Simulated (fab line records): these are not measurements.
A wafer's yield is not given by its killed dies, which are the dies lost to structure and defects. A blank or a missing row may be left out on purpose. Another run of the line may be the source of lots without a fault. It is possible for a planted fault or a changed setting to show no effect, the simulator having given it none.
Split-lot experiment || flow n5 finfet || route with 1938 steps; 7 lots, 39 wafers read

## SPLIT DETAILS
At N5_HKMG_FIN_ETCH_58 (etches SOC in N2/H2, target depth 215.8 nm, time 741 s), the setting source w was moved away from the recipe's 875 W on 12 of the 39 wafers read, by -5.3% to +14.5%. The other wafers ran this setting at the recipe's value.

Reading taken at the split's own step.

## THE READING
SOC_of_HKMG_FIN_COAT_41.thk nm (the simulator's own value, which no gauge read), in nm, at N5_HKMG_FIN_ETCH_58 (etches SOC in N2/H2, target depth 215.8 nm, time 741 s). The file does not state a usual value for it. The 27 wafers here that ran the recipe average 83.3 nm, standard deviation 4.1 nm.

{"wafer": "L077.1", "tool, chamber at the split": "rie diel-01, 2", "source w as run, W": 875, "against the recipe": "recipe", "SOC_of_HKMG_FIN_COAT_41.thk nm, nm": 89.4, "against lot-mates on the recipe": "-"}
{"wafer": "L077.2", "tool, chamber at the split": "rie diel-01, 3", "source w as run, W": 945.6, "against the recipe": "+8.1%", "SOC_of_HKMG_FIN_COAT_41.thk nm, nm": 65, "against lot-mates on the recipe": -18.5}
{"wafer": "L077.3", "tool, chamber at the split": "rie diel-01, 1", "source w as run, W": 875, "against the recipe": "recipe", "SOC_of_HKMG_FIN_COAT_41.thk nm, nm": 79.8, "against lot-mates on the recipe": "-"}
{"wafer": "L077.4", "tool, chamber at the split": "rie diel-01, 0", "source w as run, W": 945.6, "against the recipe": "+8.1%", "SOC_of_HKMG_FIN_COAT_41.thk nm, nm": 74.8, "against lot-mates on the recipe": -8.7}
{"wafer": "L077.5", "tool, chamber at the split": "rie diel-01, 3", "source w as run, W": 875, "against the recipe": "recipe", "SOC_of_HKMG_FIN_COAT_41.thk nm, nm": 81.4, "against lot-mates on the recipe": "-"}
{"wafer": "L077.6", "tool, chamber at the split": "rie diel-01, 0", "source w as run, W": 945.6, "against the recipe": "+8.1%", "SOC_of_HKMG_FIN_COAT_41.thk nm, nm": 75, "against lot-mates on the recipe": -8.5}
{"wafer": "L079.1", "tool, chamber at the split": "rie diel-01, 1", "source w as run, W": 875, "against the recipe": "recipe", "SOC_of_HKMG_FIN_COAT_41.thk nm, nm": 77.2, "against lot-mates on the recipe": "-"}
{"wafer": "L079.2", "tool, chamber at the split": "rie diel-01, 2", "source w as run, W": 875, "against the recipe": "recipe", "SOC_of_HKMG_FIN_COAT_41.thk nm, nm": 83, "against lot-mates on the recipe": "-"}
{"wafer": "L079.3", "tool, chamber at the split": "rie diel-01, 0", "source w as run, W": 875, "against the recipe": "recipe", "SOC_of_HKMG_FIN_COAT_41.thk nm, nm": 87.2, "against lot-mates on the recipe": "-"}
{"wafer": "L079.4", "tool, chamber at the split": "rie diel-01, 3", "source w as run, W": 875, "against the recipe": "recipe", "SOC_of_HKMG_FIN_COAT_41.thk nm, nm": 77.6, "against lot-mates on the recipe": "-"}
{"wafer": "L079.5", "tool, chamber at the split": "rie diel-01, 1", "source w as run, W": 875, "against the recipe": "recipe", "SOC_of_HKMG_FIN_COAT_41.thk nm, nm": 78.4, "against lot-mates on the recipe": "-"}
{"wafer": "L079.6", "tool, chamber at the split": "rie diel-01, 2", "source w as run, W": 875, "against the recipe": "recipe", "SOC_of_HKMG_FIN_COAT_41.thk nm, nm": 84.4, "against lot-mates on the recipe": "-"}
{"wafer": "L080.1", "tool, chamber at the split": "rie diel-04, 3", "source w as run, W": 875, "against the recipe": "recipe", "SOC_of_HKMG_FIN_COAT_41.thk nm, nm": 84.6, "against lot-mates on the recipe": "-"}
{"wafer": "L080.2", "tool, chamber at the split": "rie diel-04, 1", "source w as run, W": 875, "against the recipe": "recipe", "SOC_of_HKMG_FIN_COAT_41.thk nm, nm": 83.6, "against lot-mates on the recipe": "-"}
{"wafer": "L080.3", "tool, chamber at the split": "rie diel-04, 2", "source w as run, W": 1002, "against the recipe": "+14.5%", "SOC_of_HKMG_FIN_COAT_41.thk nm, nm": 55.2, "against lot-mates on the recipe": -30.5}
{"wafer": "L080.4", "tool, chamber at the split": "rie diel-04, 0", "source w as run, W": 875, "against the recipe": "recipe", "SOC_of_HKMG_FIN_COAT_41.thk nm, nm": 89, "against lot-mates on the recipe": "-"}
{"wafer": "L080.5", "tool, chamber at the split": "rie diel-04, 3", "source w as run, W": 1002, "against the recipe": "+14.5%", "SOC_of_HKMG_FIN_COAT_41.thk nm, nm": 61.2, "against lot-mates on the recipe": -24.5}
{"wafer": "L080.6", "tool, chamber at the split": "rie diel-04, 2", "source w as run, W": 1002, "against the recipe": "+14.5%", "SOC_of_HKMG_FIN_COAT_41.thk nm, nm": 57.4, "against lot-mates on the recipe": -28.3}
{"wafer": "L083.1", "tool, chamber at the split": "rie diel-01, 1", "source w as run, W": 829, "against the recipe": "-5.3%", "SOC_of_HKMG_FIN_COAT_41.thk nm, nm": 85.2, "against lot-mates on the recipe": "+5.6"}
{"wafer": "L083.2", "tool, chamber at the split": "rie diel-01, 3", "source w as run, W": 875, "against the recipe": "recipe", "SOC_of_HKMG_FIN_COAT_41.thk nm, nm": 76.4, "against lot-mates on the recipe": "-"}
{"wafer": "L083.3", "tool, chamber at the split": "rie diel-01, 2", "source w as run, W": 875, "against the recipe": "recipe", "SOC_of_HKMG_FIN_COAT_41.thk nm, nm": 84.4, "against lot-mates on the recipe": "-"}
{"wafer": "L083.4", "tool, chamber at the split": "rie diel-01, 0", "source w as run, W": 829, "against the recipe": "-5.3%", "SOC_of_HKMG_FIN_COAT_41.thk nm, nm": 94.8, "against lot-mates on the recipe": "+15.2"}
{"wafer": "L083.5", "tool, chamber at the split": "rie diel-01, 1", "source w as run, W": 875, "against the recipe": "recipe", "SOC_of_HKMG_FIN_COAT_41.thk nm, nm": 78, "against lot-mates on the recipe": "-"}
{"wafer": "L083.6", "tool, chamber at the split": "rie diel-01, 0", "source w as run, W": 829, "against the recipe": "-5.3%", "SOC_of_HKMG_FIN_COAT_41.thk nm, nm": 93, "against lot-mates on the recipe": "+13.4"}
{"wafer": "L088.1", "tool, chamber at the split": "rie diel-03, 3", "source w as run, W": 875, "against the recipe": "recipe", "SOC_of_HKMG_FIN_COAT_41.thk nm, nm": 87, "against lot-mates on the recipe": "-"}
{"wafer": "L088.2", "tool, chamber at the split": "rie diel-03, 1", "source w as run, W": 875, "against the recipe": "recipe", "SOC_of_HKMG_FIN_COAT_41.thk nm, nm": 90.8, "against lot-mates on the recipe": "-"}
{"wafer": "L088.3", "tool, chamber at the split": "rie diel-03, 2", "source w as run, W": 875, "against the recipe": "recipe", "SOC_of_HKMG_FIN_COAT_41.thk nm, nm": 80, "against lot-mates on the recipe": "-"}
{"wafer": "L088.4", "tool, chamber at the split": "rie diel-03, 0", "source w as run, W": 875, "against the recipe": "recipe", "SOC_of_HKMG_FIN_COAT_41.thk nm, nm": 85.4, "against lot-mates on the recipe": "-"}
{"wafer": "L088.5", "tool, chamber at the split": "rie diel-03, 2", "source w as run, W": 875, "against the recipe": "recipe", "SOC_of_HKMG_FIN_COAT_41.thk nm, nm": 81, "against lot-mates on the recipe": "-"}
{"wafer": "L088.6", "tool, chamber at the split": "rie diel-03, 3", "source w as run, W": 875, "against the recipe": "recipe", "SOC_of_HKMG_FIN_COAT_41.thk nm, nm": 87, "against lot-mates on the recipe": "-"}
{"wafer": "L089.1", "tool, chamber at the split": "rie diel-03, 3", "source w as run, W": 940.7, "against the recipe": "+7.5%", "SOC_of_HKMG_FIN_COAT_41.thk nm, nm": 71.4, "against lot-mates on the recipe": -13.8}
{"wafer": "L089.2", "tool, chamber at the split": "rie diel-03, 0", "source w as run, W": 940.7, "against the recipe": "+7.5%", "SOC_of_HKMG_FIN_COAT_41.thk nm, nm": 69.2, "against lot-mates on the recipe": -16.0}
{"wafer": "L089.3", "tool, chamber at the split": "rie diel-03, 1", "source w as run, W": 875, "against the recipe": "recipe", "SOC_of_HKMG_FIN_COAT_41.thk nm, nm": 89.6, "against lot-mates on the recipe": "-"}
{"wafer": "L089.4", "tool, chamber at the split": "rie diel-03, 2", "source w as run, W": 875, "against the recipe": "recipe", "SOC_of_HKMG_FIN_COAT_41.thk nm, nm": 80.2, "against lot-mates on the recipe": "-"}
{"wafer": "L089.5", "tool, chamber at the split": "rie diel-03, 2", "source w as run, W": 940.7, "against the recipe": "+7.5%", "SOC_of_HKMG_FIN_COAT_41.thk nm, nm": 65.8, "against lot-mates on the recipe": -19.4}
{"wafer": "L089.6", "tool, chamber at the split": "rie diel-03, 3", "source w as run, W": 875, "against the recipe": "recipe", "SOC_of_HKMG_FIN_COAT_41.thk nm, nm": 85.8, "against lot-mates on the recipe": "-"}
{"wafer": "L090.1", "tool, chamber at the split": "rie diel-03, 0", "source w as run, W": 875, "against the recipe": "recipe", "SOC_of_HKMG_FIN_COAT_41.thk nm, nm": 83.8, "against lot-mates on the recipe": "-"}
{"wafer": "L090.2", "tool, chamber at the split": "rie diel-03, 2", "source w as run, W": 875, "against the recipe": "recipe", "SOC_of_HKMG_FIN_COAT_41.thk nm, nm": 80.2, "against lot-mates on the recipe": "-"}
{"wafer": "L090.3", "tool, chamber at the split": "rie diel-03, 3", "source w as run, W": 875, "against the recipe": "recipe", "SOC_of_HKMG_FIN_COAT_41.thk nm, nm": 84, "against lot-mates on the recipe": "-"}

THE FIT
A straight line over all 39 wafers: SOC_of_HKMG_FIN_COAT_41.thk nm changes by -1.69 nm for each +1% of source w; r = -0.90; the points scatter about the line by 4.1 nm.
The same after taking each lot's own level away (the mean of its wafers on the recipe; 39 wafers): -1.91 nm for each +1%; r = -0.93; scatter 3.8 nm.
On that fit, the largest move of source w shifts the reading by 28 nm.
Measured against the standard deviation above, the lots' own levels, which go from 79.60 to 85.73 nm, span 1.5 times it.
Thus the slope moves with the lot-to-lot level: the two fits are different.
Check: with one of the wafers moved furthest among these (+14.5%) left out of the fit, the line predicts -26.8 nm for it against its lot-mates. It came out at -30.5 nm against them.

## THE OTHER SPLITS THESE WAFERS WENT THROUGH
Before the reading, these wafers also passed through other splits. Each is held against what the fit with the lots' levels taken away leaves over:
{"other split on the same wafers": "N5_DUMMY_GATE_ETCH_37 source w", "wafers away from the commonest value": 15, "r with SOC_of_HKMG_FIN_COAT_41.thk nm (lot level and that fit taken away)": "+0.03"}
{"other split on the same wafers": "N5_DUMMY_GATE_ETCH_31 target depth a", "wafers away from the commonest value": 15, "r with SOC_of_HKMG_FIN_COAT_41.thk nm (lot level and that fit taken away)": -0.10}
{"other split on the same wafers": "N5_DUMMY_GATE_ETCH_32 time s", "wafers away from the commonest value": 18, "r with SOC_of_HKMG_FIN_COAT_41.thk nm (lot level and that fit taken away)": "+0.03"}

## THE WHOLE CHAIN: every reading that the file lists as answering this split, in the file's order
{"step": "N5_HKMG_FIN_ETCH_58", "what it does": "etches SOC in N2/H2, target depth 215.8 nm, time 741 s", "reading": "HKMG_FIN.feature depth nm (the simulator's own value, which no gauge read)", "change (the file's fit)": "+1.89 nm for each +1% of the setting", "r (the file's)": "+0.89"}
{"step": "N5_HKMG_FIN_ETCH_58", "what it does": "etches SOC in N2/H2, target depth 215.8 nm, time 741 s", "reading": "etch.depth nm (the simulator's own value, which no gauge read)", "change (the file's fit)": "+1.89 nm for each +1% of the setting", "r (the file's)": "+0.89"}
{"step": "N5_HKMG_FIN_ETCH_58", "what it does": "etches SOC in N2/H2, target depth 215.8 nm, time 741 s", "reading": "SOC_of_HKMG_FIN_COAT_41.thk nm (the simulator's own value, which no gauge read)", "change (the file's fit)": "-1.9 nm for each +1% of the setting", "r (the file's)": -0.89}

## THE FILE'S OWN FIT
SOC_of_HKMG_FIN_COAT_41.thk nm changes by -1.9 nm for each +1% of source w, r = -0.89.
